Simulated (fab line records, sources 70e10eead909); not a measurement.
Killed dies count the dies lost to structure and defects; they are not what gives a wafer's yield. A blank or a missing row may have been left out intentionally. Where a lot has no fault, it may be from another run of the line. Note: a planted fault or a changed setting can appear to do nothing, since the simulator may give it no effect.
Which tool is to blame?	flow nandHarc	Sampling: 19 lots, 57 wafers, 6 of 1302 route steps

WHAT THE GAUGES READ, wafer by wafer
No reading from a measuring or inspecting step in the record can be judged against a usual standard deviation.

WHICH TOOL RAN EACH LOT (tool, then ch and the chambers of the sampled wafers, then the start)
lot	NHARC_A_CONTACT_DESCUM_47	NHARC_A_CONTACT_ETCH_121	NHARC_A_CONTACT_ETCH_96	NHARC_A_CONTACT_STRIP_55	NHARC_A_CONTACT_ETCH_76	NHARC_A_CONTACT_DEP_85
L077	rieDiel-02 ch 2,3, day 22 09:16	harCapEtch-03 ch 0,1, day 22 12:48	rieDiel-02 ch 1,2,3, day 23 04:47 or earlier	rieDiel-02 ch 0,2, day 23 04:47 or earlier	rieDiel-11 ch 2,3, day 23 04:47 or earlier	pecvd-03 ch 0,1,2, day 23 04:47
L076	rieDiel-02 ch 0,1,3, day 22 11:07	harCapEtch-01 ch 0,1, day 22 14:41	rieDiel-04 ch 1,2,3, day 23 06:08 or earlier	rieDiel-04 ch 0,1,3, day 23 06:08 or earlier	rieDiel-02 ch 0,1,2, day 23 06:08 or earlier	pecvd-04 ch 0,1, day 23 06:08
L078	rieDiel-11 ch 1,2, day 22 23:37	harCapEtch-03 ch 0, day 23 03:11	rieDiel-02 ch 1,2,3, day 23 17:16 or earlier	rieDiel-02 ch 0,1,3, day 23 17:16 or earlier	rieDiel-02 ch 0,1,2, day 23 17:16 or earlier	pecvd-01 ch 0,1,2, day 23 17:16
L080	rieDiel-11 ch 0,3, day 23 22:55	harCapEtch-02 ch 0,1, day 24 02:31	rieDiel-11 ch 0,3, day 24 03:57	rieDiel-02 ch 0,1,2, day 24 19:50 or earlier	rieDiel-02 ch 0,1,3, day 24 19:50 or earlier	pecvd-03 ch 1,2, day 24 19:50
L079	rieDiel-11 ch 1,3, day 24 11:37	harCapEtch-03 ch 0,1, day 24 15:32	rieDiel-11 ch 1,3, day 25 09:33 or earlier	rieDiel-04 ch 0,2, day 25 09:33 or earlier	rieDiel-11 ch 2,3, day 25 09:33 or earlier	pecvd-01 ch 2, day 25 09:33
L082	rieDiel-04 ch 0,3, day 24 18:58	harCapEtch-02 ch 0,1, day 24 23:06	rieDiel-04 ch 0,1,3, day 25 00:52	rieDiel-04 ch 1,3, day 25 18:28 or earlier	rieDiel-02 ch 1,2, day 25 18:28 or earlier	pecvd-01 ch 0,2, day 25 18:28
L081	rieDiel-11 ch 0,1,3, day 25 00:41	harCapEtch-03 ch 0,1, day 25 04:15	rieDiel-02 ch 0,1,2, day 25 05:44	rieDiel-11 ch 2,3, day 25 19:49 or earlier	rieDiel-02 ch 1,2, day 25 19:49 or earlier	pecvd-01 ch 0,2, day 25 19:49
L085	rieDiel-04 ch 1,3, day 25 17:19	harCapEtch-01 ch 0,1, day 25 20:52	rieDiel-02 ch 0,1, day 26 17:34 or earlier	rieDiel-02 ch 1,3, day 26 17:34 or earlier	rieDiel-02 ch 0,1,2, day 26 17:34 or earlier	pecvd-04 ch 0,1,2, day 26 17:34
L084	rieDiel-11 ch 0,1,3, day 25 17:55	harCapEtch-02 ch 0,1, day 25 21:30	rieDiel-11 ch 2,3, day 26 18:02 or earlier	rieDiel-04 ch 2,3, day 26 18:02 or earlier	rieDiel-04 ch 1,2,3, day 26 18:02 or earlier	pecvd-03 ch 0,1,2, day 26 18:02
L087	rieDiel-02 ch 0,1,2, day 26 03:12	harCapEtch-01 ch 0,1, day 26 06:49	rieDiel-02 ch 0,3, day 27 00:59 or earlier	rieDiel-02 ch 0,1,2, day 27 00:59 or earlier	rieDiel-02 ch 0,2,3, day 27 00:59 or earlier	pecvd-01 ch 0,2, day 27 00:59
L088	rieDiel-02 ch 1,2,3, day 27 01:42	harCapEtch-01 ch 0,1, day 27 05:19	rieDiel-11 ch 1,2,3, day 27 19:18 or earlier	rieDiel-02 ch 0,3, day 27 19:18 or earlier	rieDiel-02 ch 0,2,3, day 27 19:18 or earlier	pecvd-03 ch 0,1,2, day 27 19:18
L090	rieDiel-02 ch 0,1,3, day 28 03:02	harCapEtch-01 ch 0,1, day 28 06:36	rieDiel-02 ch 1,2,3, day 28 21:20 or earlier	rieDiel-02 ch 2,3, day 28 21:20 or earlier	rieDiel-11 ch 1,3, day 28 21:20 or earlier	pecvd-03 ch 0,1,2, day 28 21:20
L092	rieDiel-02 ch 2,3, day 28 23:22	harCapEtch-01 ch 0,1, day 29 03:07	rieDiel-11 ch 0,1, day 29 18:11 or earlier	rieDiel-04 ch 0,1, day 29 18:11 or earlier	rieDiel-02 ch 1,3, day 29 18:11 or earlier	pecvd-04 ch 1,2, day 29 18:11
L091	rieDiel-02 ch 0,2,3, day 28 23:32	harCapEtch-02 ch 0,1, day 29 03:58	rieDiel-02 ch 0,3, day 29 21:08 or earlier	rieDiel-11 ch 0,1,3, day 29 21:08 or earlier	rieDiel-11 ch 0,1, day 29 21:08 or earlier	pecvd-01 ch 0,1,2, day 29 21:08
L093	rieDiel-02 ch 0,1,3, day 29 16:35	harCapEtch-02 ch 0,1, day 29 20:09	rieDiel-02 ch 0,1,2, day 30 10:38 or earlier	rieDiel-02 ch 0,1,2, day 30 10:38 or earlier	rieDiel-02 ch 0,1,2, day 30 10:38 or earlier	pecvd-03 ch 0,1,2, day 30 10:38
L095	rieDiel-02 ch 0,1,2, day 30 18:49	harCapEtch-01 ch 0,1, day 30 22:22	rieDiel-02 ch 1,2, day 31 15:43 or earlier	rieDiel-02 ch 1,2,3, day 31 15:43 or earlier	rieDiel-04 ch 2,3, day 31 15:43 or earlier	pecvd-04 ch 0,2, day 31 15:43
L097	rieDiel-02 ch 0,1,3, day 31 02:58	harCapEtch-02 ch 0,1, day 31 06:32	rieDiel-11 ch 0,2,3, day 31 22:37 or earlier	rieDiel-11 ch 0,2,3, day 31 22:37 or earlier	rieDiel-02 ch 0,1, day 31 22:37 or earlier	pecvd-01 ch 0,1,2, day 31 22:37
L094	rieDiel-11 ch 0,3, day 31 03:19	harCapEtch-03 ch 0,1, day 31 06:52	rieDiel-02 ch 0,1,3, day 32 00:15 or earlier	rieDiel-02 ch 0,3, day 32 00:15 or earlier	rieDiel-04 ch 0,1,3, day 32 00:15 or earlier	pecvd-04 ch 0,2, day 32 00:15
L096	rieDiel-02 ch 0,1,3, day 31 10:01	harCapEtch-02 ch 0,1, day 31 13:36	rieDiel-04 ch 1,2,3, day 32 08:04 or earlier	rieDiel-04 ch 1,2,3, day 32 08:04 or earlier	rieDiel-02 ch 0,1,3, day 32 08:04 or earlier	pecvd-01 ch 0,1, day 32 08:04
- NHARC_A_CONTACT_DESCUM_47: chemistry O2, time 3 s.
- NHARC_A_CONTACT_ETCH_121: etches the open film in C4F8/O2/Ar, time 190 s, target depth 1850 nm.
- NHARC_A_CONTACT_ETCH_96: etches the open film in C4F6/O2, target depth 20 nm, time 10 s.
- NHARC_A_CONTACT_STRIP_55: strips in O2.
- NHARC_A_CONTACT_ETCH_76: etches the open film in N2/H2, target depth 260 nm, time 475.3 s.
- NHARC_A_CONTACT_DEP_85: deposits SiON, target thk 60 nm.

WHAT THE TOOLS THEMSELVES READ (means of the sampled wafers that have a number; where no wafer has one, the mark that the record gives instead)
NHARC_A_CONTACT_DESCUM_47. Usual: chamberPressureMTorr 60.00 mTorr, standard deviation 0.057; drypumpMotorCurrentA 5.5 A, standard deviation 0.36; oesProductAu 0.999 a.u., standard deviation 0.0099; rfVppV 58.0 V, standard deviation 0.88; showerheadPlenumPTorr 1.95 Torr, standard deviation 0.093; throttleValvePct 11.311 %, standard deviation 0.0088.
lot	tool	chamberPressureMTorr (mTorr)	drypumpMotorCurrentA (A)	oesProductAu (a.u.)	rfVppV (V)	showerheadPlenumPTorr (Torr)	throttleValvePct (%)	flag
L077	rieDiel-02	59.97	5.6	0.992	58.2	1.85	11.315	
L076	rieDiel-02	59.95	5.6	1.001	58.4	1.98	11.312	
L078	rieDiel-11	60.02	5.7	0.999	56.9	1.89	11.311	
L080	rieDiel-11	59.99	5.4	0.987	57.9	2.04	11.303	
L079	rieDiel-11	60.02	5.5	1.001	58.0	1.90	11.312	
L082	rieDiel-04	59.96	5.6	1.001	58.2	1.83	11.311	
L081	rieDiel-11	59.97	5.5	1.000	57.7	1.97	11.315	
L085	rieDiel-04	60.01	5.1	1.000	58.1	1.90	11.309	
L084	rieDiel-11	59.99	5.5	0.984	57.9	1.97	11.314	
L087	rieDiel-02	59.99	5.3	1.012	58.6	1.91	11.309	
L088	rieDiel-02	60.05	5.5	1.011	57.8	1.91	11.312	
L090	rieDiel-02	60.03	5.6	1.005	57.9	1.97	11.321	
L092	rieDiel-02	60.00	5.8	0.987	58.0	1.91	11.310	
L091	rieDiel-02	59.97	5.7	0.990	57.8	1.91	11.315	
L093	rieDiel-02	59.98	5.6	1.003	57.0	1.97	11.315	
L095	rieDiel-02	59.99	5.3	1.004	58.2	1.90	11.306	
L097	rieDiel-02	60.02	5.6	1.000	57.3	1.97	11.313	
L094	rieDiel-11	59.99	5.4	1.003	58.1	2.02	11.315	
L096	rieDiel-02	59.94	5.6	1.001	57.5	1.97	11.308	

NHARC_A_CONTACT_ETCH_121. Usual: chamberPressureMTorr 20.001 mTorr, standard deviation 0.018; oesAirLineAu 0.996 a.u., standard deviation 0.02.
lot	tool	chamberPressureMTorr (mTorr)	oesAirLineAu (a.u.)	flag
L077	harCapEtch-03	20.009	0.996	
L076	harCapEtch-01	19.989	1.012	
L078	harCapEtch-03	20.002	0.995	
L080	harCapEtch-02	19.999	0.970	
L079	harCapEtch-03	20.014	0.982	
L082	harCapEtch-02	19.985	0.967	
L081	harCapEtch-03	19.996	1.022	
L085	harCapEtch-01	20.001	0.987	
L084	harCapEtch-02	20.002	0.992	
L087	harCapEtch-01	19.994	0.980	
L088	harCapEtch-01	19.996	1.002	
L090	harCapEtch-01	19.999	0.995	
L092	harCapEtch-01	19.987	0.987	
L091	harCapEtch-02	20.009	1.003	
L093	harCapEtch-02	20.001	1.001	
L095	harCapEtch-01	20.015	0.989	
L097	harCapEtch-02	19.986	0.992	
L094	harCapEtch-03	19.990	1.007	
L096	harCapEtch-02	19.990	0.993	

NHARC_A_CONTACT_ETCH_96. Usual: chamberPressureMTorr 29.997 mTorr, standard deviation 0.026; drypumpMotorCurrentA 5.5 A, standard deviation 0.38; oesProductAu 0.965 a.u., standard deviation 0.026; rfVppV 548 V, standard deviation 3.7; showerheadPlenumPTorr 3.97 Torr, standard deviation 0.18; throttleValvePct 26.904 %, standard deviation 0.0095.
lot	tool	chamberPressureMTorr (mTorr)	drypumpMotorCurrentA (A)	oesProductAu (a.u.)	rfVppV (V)	showerheadPlenumPTorr (Torr)	throttleValvePct (%)	flag
L077	rieDiel-02	29.989	5.5	0.947	547	3.92	26.903	
L076	rieDiel-04	29.976	5.2	0.945	544	3.79	26.901	
L078	rieDiel-02	29.993	5.5	0.996	547	3.92	26.908	
L080	rieDiel-11	29.978	5.5	0.962	552	4.18	26.902	
L079	rieDiel-11	29.997	5.5	0.940	546	3.88	26.897	
L082	rieDiel-04	30.011	5.5	0.956	546	3.88	26.902	
L081	rieDiel-02	29.992	5.3	1.007	547	3.91	26.892	
L085	rieDiel-02	30.020	5.5	1.001	550	4.04	26.901	
L084	rieDiel-11	29.993	5.6	0.946	551	4.11	26.901	
L087	rieDiel-02	29.986	6.0	0.941	550	4.05	26.907	
L088	rieDiel-11	29.983	5.6	1.002	548	3.99	26.905	
L090	rieDiel-02	29.995	5.5	0.942	546	3.91	26.911	
L092	rieDiel-11	29.998	5.7	0.997	546	3.89	26.906	
L091	rieDiel-02	29.989	6.0	0.945	550	4.04	26.906	
L093	rieDiel-02	30.012	5.3	0.943	546	3.90	26.895	
L095	rieDiel-02	29.973	5.2	0.967	543	3.77	26.901	
L097	rieDiel-11	30.005	5.6	0.950	551	4.11	26.897	
L094	rieDiel-02	30.000	5.6	0.941	549	4.03	26.901	
L096	rieDiel-04	30.002	5.2	1.000	547	3.94	26.899	

NHARC_A_CONTACT_STRIP_55. Usual: chamberPressureMTorr 60.00 mTorr, standard deviation 0.055; drypumpMotorCurrentA 5.5 A, standard deviation 0.41; oesProductAu 1.000 a.u., standard deviation 0.0097; rfVppV 57.9 V, standard deviation 0.89; showerheadPlenumPTorr 3.57 Torr, standard deviation 0.16; throttleValvePct 17.037 %, standard deviation 0.0091.
lot	tool	chamberPressureMTorr (mTorr)	drypumpMotorCurrentA (A)	oesProductAu (a.u.)	rfVppV (V)	showerheadPlenumPTorr (Torr)	throttleValvePct (%)	flag
L077	rieDiel-02	59.99	5.6	0.996	58.9	3.53	17.040	
L076	rieDiel-04	60.01	5.5	1.001	58.1	3.50	17.030	
L078	rieDiel-02	60.00	5.6	1.001	58.3	3.64	17.029	
L080	rieDiel-02	60.00	5.3	1.009	57.9	3.52	17.038	
L079	rieDiel-04	60.05	5.6	0.997	58.2	3.72	17.037	
L082	rieDiel-04	59.93	5.1	0.996	57.6	3.52	17.039	
L081	rieDiel-11	60.05	5.6	0.992	57.2	3.70	17.039	
L085	rieDiel-02	60.00	5.7	1.002	58.0	3.64	17.030	
L084	rieDiel-04	59.97	5.2	0.986	57.8	3.47	17.041	
L087	rieDiel-02	59.93	5.3	1.004	58.7	3.52	17.047	
L088	rieDiel-02	59.99	5.8	1.003	57.6	3.64	17.032	
L090	rieDiel-02	59.96	5.8	0.990	57.9	3.53	17.029	
L092	rieDiel-04	60.04	5.4	1.001	57.3	3.57	17.035	
L091	rieDiel-11	60.03	5.5	1.009	58.4	3.61	17.036	
L093	rieDiel-02	59.97	5.3	0.996	57.8	3.51	17.039	
L095	rieDiel-02	59.97	5.5	1.002	57.4	3.51	17.035	
L097	rieDiel-11	60.02	5.6	1.005	57.7	3.71	17.045	
L094	rieDiel-02	60.05	5.9	0.994	57.7	3.64	17.035	
L096	rieDiel-04	60.00	5.2	0.998	58.3	3.55	17.037	

NHARC_A_CONTACT_ETCH_76. Usual: chamberPressureMTorr 29.999 mTorr (standard deviation 0.028); drypumpMotorCurrentA 5.5 A (standard deviation 0.39); h2FlowSccm 150.0 sccm (standard deviation 0.44); oesProductAu 1.002 a.u. (standard deviation 0.01); rfVppV 431.0 V (standard deviation 3); showerheadPlenumPTorr 2.06 Torr (standard deviation 0.1); throttleValvePct 14.171 % (standard deviation 0.0087).
lot	tool	chamberPressureMTorr (mTorr)	drypumpMotorCurrentA (A)	h2FlowSccm (sccm)	oesProductAu (a.u.)	rfVppV (V)	showerheadPlenumPTorr (Torr)	throttleValvePct (%)	flag
L077	rieDiel-11	30.006	5.4	149.9	0.993	432.9	2.16	14.170	
L076	rieDiel-02	30.013	5.3	149.4	1.007	431.2	2.04	14.174	
L078	rieDiel-02	30.002	5.3	149.6	1.008	430.8	2.04	14.172	
L080	rieDiel-02	30.019	5.6	150.1	1.001	432.6	2.11	14.166	
L079	rieDiel-11	30.010	5.6	149.9	0.995	433.2	2.15	14.161	
L082	rieDiel-02	29.999	5.2	150.2	1.003	428.2	1.96	14.170	
L081	rieDiel-02	30.010	5.1	149.6	1.009	430.7	2.03	14.170	
L085	rieDiel-02	30.000	5.3	150.2	1.015	430.7	2.03	14.165	
L084	rieDiel-04	30.011	5.2	149.9	0.993	431.4	2.07	14.177	
L087	rieDiel-02	29.998	5.7	150.3	0.996	429.6	2.04	14.164	
L088	rieDiel-02	29.992	5.7	150.2	1.002	430.5	2.04	14.174	
L090	rieDiel-11	29.992	5.4	150.2	0.996	431.4	2.08	14.172	
L092	rieDiel-02	29.991	5.4	149.8	1.002	431.0	2.10	14.175	
L091	rieDiel-11	30.009	5.7	150.4	1.003	432.0	2.10	14.169	
L093	rieDiel-02	29.995	5.3	149.8	1.003	429.1	2.03	14.166	
L095	rieDiel-04	29.976	5.3	150.2	0.993	432.0	2.10	14.179	
L097	rieDiel-02	29.997	5.5	149.8	1.003	432.1	2.10	14.168	
L094	rieDiel-04	29.979	5.5	150.2	1.004	429.1	2.00	14.175	
L096	rieDiel-02	29.972	5.6	150.1	0.992	432.6	2.10	14.176	

NHARC_A_CONTACT_DEP_85. Usual: heaterPowerOuterW 438 W, standard deviation 78; heaterPowerW 746 W, standard deviation 110; susceptorTempC 400.00 C, standard deviation 0.22.
lot	tool	heaterPowerOuterW (W)	heaterPowerW (W)	susceptorTempC (C)	flag
L077	pecvd-03	442	734	400.07	
L076	pecvd-04	490	811	400.02	
L078	pecvd-01	385	687	400.05	
L080	pecvd-03	498	814	400.01	
L079	pecvd-01	346	625	399.92	
L082	pecvd-01	383	671	399.79	
L081	pecvd-01	445	762	400.09	
L085	pecvd-04	441	751	399.93	
L084	pecvd-03	476	803	399.94	
L087	pecvd-01	474	803	400.02	
L088	pecvd-03	465	780	400.15	
L090	pecvd-03	458	776	399.90	
L092	pecvd-04	423	715	399.80	
L091	pecvd-01	397	697	399.82	
L093	pecvd-03	498	830	400.15	
L095	pecvd-04	402	687	399.91	
L097	pecvd-01	395	684	400.15	
L094	pecvd-04	417	693	399.81	
L096	pecvd-01	521	879	400.26	

THE ANSWER, worked out from the rows above alone
Rule: a lot counts as off when the mean over its wafers that have a number is more than 3 standard deviations away from the usual mean. Also off: a lot with no number at a reading for which 4 or more lots have one. Any other lot the step has rows for is counted as sound. The gauges are gone through in route order, then the tools' own readings, and for those a lot's mean is taken as printed above. At the first step where some lot is off, the reading lying furthest off is the one used; lots without a number count as furthest.
No lot is off on any of the readings shown, so nothing can be concluded from this.

WHAT THE SIMULATOR PUT IN
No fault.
